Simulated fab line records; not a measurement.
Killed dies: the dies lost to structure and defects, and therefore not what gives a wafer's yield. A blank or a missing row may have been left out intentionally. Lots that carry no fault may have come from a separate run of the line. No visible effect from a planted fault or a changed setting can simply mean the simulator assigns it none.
Comparing a struck lot with a sound one | flow n5-finfet | 40 out of 1938 route steps
Sound: these wafers, L598.2, L598.4, L598.5. The struck wafers were L603.1, L603.4, L603.5. The cause is named last.
Each step with rows lists, per side, the tool, then ch with its chambers, then its first start. Under that, the readings that differ: sound wafers | struck wafers | difference of the means | sigmas: that difference in standard deviations of wafers without a fault.
alike: readings with means less than 2 such deviations apart, plus words and numbers identical on both sides. not compared: withheld readings, readings lacking a value on some wafer, bounds such as >300 that could conceal the same value, and numbers that have no deviation in the record and whose values overlap.
A row with sigmas, a row that says differs or no value, or rows on one side alone: a step with any of these is where the two part. Numbers that have no deviation but don't overlap get no sigmas and don't part them. A reading that every wafer of one side lacks parts them only if that side has two wafers or more.

first, 11 steps without rows for these wafers: N5_ZERO_LAYER_COAT_05 (resist thk 1000 nm); N5_ZERO_LAYER_EBR_07; N5_ZERO_LAYER_SOFTBAKE_06 (time 90 s); N5_ZERO_LAYER_EXPOSE_08 (exposes mask ZERO, defocus 0 nm, target cd 2000 nm); N5_ZERO_LAYER_PEB_09; N5_ZERO_LAYER_DEVELOP_10 (develop time 60 s); N5_ZERO_LAYER_HARDBAKE_23 (time 120 s); N5_ZERO_LAYER_DESCUM_16 (chemistry O2, time 7.9 s); N5_ZERO_LAYER_ETCH_17 (etches SiO2 in CF4, target depth 12 nm, time 13.3 s); N5_ZERO_LAYER_ETCH_18 (etches Si in HBr/Cl2, target depth 120 nm, time 40 s); N5_ZERO_LAYER_STRIP_24 (strips in O2).
N5_ZERO_LAYER_STRIP_19: strips in SPM, time 900 s.
  sound on wet-bench-02 ch 0,2,3, day 4 00:59; struck on wet-bench-02 ch 0,1,3, day 5 06:59
N5_ZERO_LAYER_INSPECT_20: inspects for defects (darkfield).
  struck on defect-inspect-01, day 5 07:15; sound on defect-inspect-01, day 4 01:15
  reading          | sound    | struck      | difference | sigmas
  raw-defect-count | 28 48 37 | 970 964 940 | +920       | +61
then, 8 steps without rows for these wafers: N5_WELL_APT_HMDS_01 (time 60 s); N5_WELL_APT_COAT_02 (resist thk 950 nm); N5_WELL_APT_EBR_04; N5_WELL_APT_SOFTBAKE_03 (time 60 s); N5_WELL_APT_EXPOSE_05 (exposes mask NWELL, defocus 0 nm, target cd 200 nm); N5_WELL_APT_PEB_06 (peb time 90 s); N5_WELL_APT_DEVELOP_07 (develop time 45 s); N5_WELL_APT_HARDBAKE_12 (time 120 s).
N5_WELL_APT_INSPECT_10: inspects for defects (macro).
  struck on defect-inspect-02, day 5 07:37; sound on defect-inspect-01, day 4 01:40
  reading          | sound | struck         | difference | sigmas
  raw-defect-count | 4 2 1 | >300 >300 >300 | differs    |
then, 12 steps without rows for these wafers: N5_WELL_APT_DESCUM_13 (chemistry O2, time 7.9 s); N5_WELL_APT_IMPLANT_14; N5_WELL_APT_IMPLANT_15; N5_WELL_APT_STRIP_16 (strips in SPM, time 900 s); N5_WELL_APT_HMDS_18 (time 60 s); N5_WELL_APT_COAT_19 (resist thk 950 nm); N5_WELL_APT_EBR_21; N5_WELL_APT_SOFTBAKE_20 (time 60 s); N5_WELL_APT_EXPOSE_22 (exposes mask PWELL, defocus 0 nm, target cd 200 nm); N5_WELL_APT_PEB_23 (peb time 90 s); N5_WELL_APT_DEVELOP_24 (develop time 45 s); N5_WELL_APT_HARDBAKE_29 (time 120 s).
N5_WELL_APT_INSPECT_27: inspects for defects (macro).
  struck on defect-inspect-02, day 5 08:58; sound on defect-inspect-01, day 4 02:48
  reading          | sound | struck         | difference | sigmas
  raw-defect-count | 3 2 2 | >300 >300 >300 | differs    |
then, 2 steps without rows for these wafers: N5_WELL_APT_DESCUM_30 (chemistry O2, time 7.9 s); N5_WELL_APT_IMPLANT_31.
N5_WELL_APT_INSPECT_38: inspects for defects (darkfield).
  struck on defect-inspect-02, day 5 10:53; sound on defect-inspect-02, day 4 04:40
  reading          | sound   | struck      | difference | sigmas
  raw-defect-count | 9 19 10 | 942 934 931 | +923       | +99 or more
-- a jump in the record: the struck wafers' starts before and after are 7 days apart (it breaks off in module WELL_APT and resumes in module BEOL_M4, where the first step shown is number 1111 of the route) --
N5_BEOL_M4_RC_MEAS_101:
  sound on prober-02 ch 0, day 10 21:56; struck on prober-01 ch 0, day 12 15:15
  alike: DIBL_N, DIBL_P, IOFF_N, IOFF_P, ION_N, ION_P, SS_N, SS_P, VT_N, VT_P
-- record jumps: 4 days separate the struck wafers' starts on either side; left off in module BEOL_M4, taken up again in module PASSIVATION, whose first shown step is the route's number 1936 --
N5_PASSIVATION_PROBE_49:
  struck on prober-02, day 16 18:19; sound on prober-02, day 15 07:04
  reading                  | sound | struck         | difference | sigmas
  defect-limited-yield (%) | 90.6  | 81.9 85.7 78.4 | -8.6       | -5
  killed-at-contacts       | 7     | 19 13 33       | +15        | +2
  killed-at-front-end      | 41    | 131 106 161    | +92        | +8
  killed-dies              | 111   | 214 169 255    | +102       | +5
  killed-on-rim            | 11    | 31 32 16       | +15        | +4
  sort_bin_5_function (%)  | 5.7   | 9.6 8.7 14.1   | +5.1       | +5
  sort-n-pass              | 1069  | 966 1011 925   | -102       | -5
  sort-yield-pct (%)       | 90.6  | 81.9 85.7 78.4 | -8.6       | -5
  alike: killed_at_M0_to_M3, killed_at_M4_up, killed-at-other, killed-open, killed-short, sort_bin_6_memory

WHERE THEY PART
First at N5_ZERO_LAYER_INSPECT_20; last, within this record, at N5_PASSIVATION_PROBE_49.

WHY: what the simulator had put in
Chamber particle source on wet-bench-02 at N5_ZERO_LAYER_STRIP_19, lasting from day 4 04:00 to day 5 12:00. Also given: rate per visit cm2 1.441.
